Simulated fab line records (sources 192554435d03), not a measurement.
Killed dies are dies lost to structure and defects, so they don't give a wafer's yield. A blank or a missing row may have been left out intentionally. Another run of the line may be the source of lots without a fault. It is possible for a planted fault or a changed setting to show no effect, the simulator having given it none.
Matching of chambers || flow n5Finfet || N5_BEOL_M14_DEP_53 on pecvd-03 has 3 sister chambers
The step deposits SiCN from 3MS/NH3, target thk 50 nm, time 17.8 s. 6 wafers are shown with their chamber, then 12 later ones without.

== WAFERS WITH THEIR CHAMBER ==
{"wafer": "L085.2", "chamber": 2, "throttleValvePct (%)": 16.3, "showerheadPlenumPTorr (Torr)": 4.171}
{"wafer": "L085.3", "chamber": 0, "throttleValvePct (%)": 19.7, "showerheadPlenumPTorr (Torr)": 4.171}
{"wafer": "L085.6", "chamber": 0, "throttleValvePct (%)": 20.0, "showerheadPlenumPTorr (Torr)": 4.166}
{"wafer": "L086.2", "chamber": 2, "throttleValvePct (%)": 16.8, "showerheadPlenumPTorr (Torr)": 4.167}
{"wafer": "L086.3", "chamber": 1, "throttleValvePct (%)": 18.3, "showerheadPlenumPTorr (Torr)": 4.169}
{"wafer": "L086.4", "chamber": 1, "throttleValvePct (%)": 17.9, "showerheadPlenumPTorr (Torr)": 4.180}

== WAFERS WITHOUT THEIR CHAMBER ==
{"wafer": "L087.1", "throttleValvePct (%)": 17.8, "showerheadPlenumPTorr (Torr)": 4.177}
{"wafer": "L087.2", "throttleValvePct (%)": 16.6, "showerheadPlenumPTorr (Torr)": 4.162}
{"wafer": "L087.6", "throttleValvePct (%)": 18.1, "showerheadPlenumPTorr (Torr)": 4.166}
{"wafer": "L091.3", "throttleValvePct (%)": 20.0, "showerheadPlenumPTorr (Torr)": 4.171}
{"wafer": "L091.4", "throttleValvePct (%)": 20.0, "showerheadPlenumPTorr (Torr)": 4.173}
{"wafer": "L091.6", "throttleValvePct (%)": 17.1, "showerheadPlenumPTorr (Torr)": 4.162}
{"wafer": "L089.2", "throttleValvePct (%)": 20.4, "showerheadPlenumPTorr (Torr)": 4.175}
{"wafer": "L089.4", "throttleValvePct (%)": 18.2, "showerheadPlenumPTorr (Torr)": 4.168}
{"wafer": "L089.5", "throttleValvePct (%)": 20.1, "showerheadPlenumPTorr (Torr)": 4.176}
{"wafer": "L095.1", "throttleValvePct (%)": 16.7, "showerheadPlenumPTorr (Torr)": 4.168}
{"wafer": "L095.4", "throttleValvePct (%)": 16.5, "showerheadPlenumPTorr (Torr)": 4.170}
{"wafer": "L095.5", "throttleValvePct (%)": 20.5, "showerheadPlenumPTorr (Torr)": 4.179}

== CHAMBER TAKEN BY EACH ==
{"wafer": "L087.1", "from the rows above": 1, "in truth": 1}
{"wafer": "L087.2", "from the rows above": 2, "in truth": 2}
{"wafer": "L087.6", "from the rows above": 1, "in truth": 1}
{"wafer": "L091.3", "from the rows above": 0, "in truth": 0}
{"wafer": "L091.4", "from the rows above": 0, "in truth": 0}
{"wafer": "L091.6", "from the rows above": "can't be placed: 2 or 1", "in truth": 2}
{"wafer": "L089.2", "from the rows above": 0, "in truth": 0}
{"wafer": "L089.4", "from the rows above": 1, "in truth": 1}
{"wafer": "L089.5", "from the rows above": 0, "in truth": 0}
{"wafer": "L095.1", "from the rows above": 2, "in truth": 2}
{"wafer": "L095.4", "from the rows above": 2, "in truth": 2}
{"wafer": "L095.5", "from the rows above": 0, "in truth": 0}
Correct placement for 11 of the 12. Unplaceable from these rows: 1, with the true chamber sitting among the candidates in 1. Number placed wrongly: 0.
How it was worked out, from the rows above alone: a wafer's distance from a chamber is the root of the sum, over the readings, of the square of ((its reading less the chamber's mean) divided by the reading's scatter). The wafer belongs to the nearest chamber; if the next one is less than 2 further off, it can't be placed. Each chamber's mean is taken over the wafers shown for it. How the scatter is found: for the shown wafers, subtract from each reading the mean of its chamber, square and add these, divide the total by (wafers less chambers), then take the root.
